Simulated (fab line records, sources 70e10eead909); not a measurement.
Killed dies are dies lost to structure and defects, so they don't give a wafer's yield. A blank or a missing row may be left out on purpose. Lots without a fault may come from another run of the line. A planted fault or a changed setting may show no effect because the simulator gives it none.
Chamber matching | flow nand_harc | NHARC_P_M1_DESCUM_14 on rie_diel-09: 4 sister chambers
The step chemistry O2, time 3 s. 8 wafers are shown with their chamber, then 8 later ones without.

WAFERS WITH THEIR CHAMBER
wafer  | chamber | showerhead_plenum_p_Torr (Torr) | drypump_motor_current_A (A)
L079.4 | 2       | 2.06                            | 6.5
L082.3 | 3       | 1.87                            | 6.0
L080.5 | 1       | 2.03                            | 5.2
L080.6 | 0       | 2.07                            | 5.7
L083.2 | 3       | 1.87                            | 6.0
L083.3 | 1       | 2.03                            | 5.3
L083.5 | 0       | 2.06                            | 5.7
L086.1 | 2       | 2.06                            | 6.5

WAFERS WITHOUT THEIR CHAMBER
wafer  | showerhead_plenum_p_Torr (Torr) | drypump_motor_current_A (A)
L086.5 | 1.87                            | 6.0
L086.6 | 2.06                            | 6.5
L087.1 | 1.87                            | 6.0
L087.3 | 2.03                            | 5.2
L087.5 | 2.03                            | 5.2
L091.1 | 2.06                            | 5.6
L091.3 | 2.06                            | 6.5
L091.4 | 1.87                            | 6.1

WHICH CHAMBER EACH WENT THROUGH
wafer  | from the rows above | in truth
L086.5 | 3                   | 3
L086.6 | 2                   | 2
L087.1 | 3                   | 3
L087.3 | 1                   | 1
L087.5 | 1                   | 1
L091.1 | 0                   | 0
L091.3 | 2                   | 2
L091.4 | 3                   | 3
Placed correctly: 8 of 8. Can't be placed from these rows: 0. Placed wrongly: 0.
How it was worked out, from the rows above alone: a wafer's distance from a chamber is the root of the sum, over the readings, of the square of ((its reading less the chamber's mean) divided by the reading's scatter). The wafer belongs to the nearest chamber; if the next one is less than 2 further off, it can't be placed. A chamber's mean is the mean of its shown wafers. The scatter: the root of (the sum of the squares of (reading less its chamber's mean) over the shown wafers, divided by (wafers less chambers)).
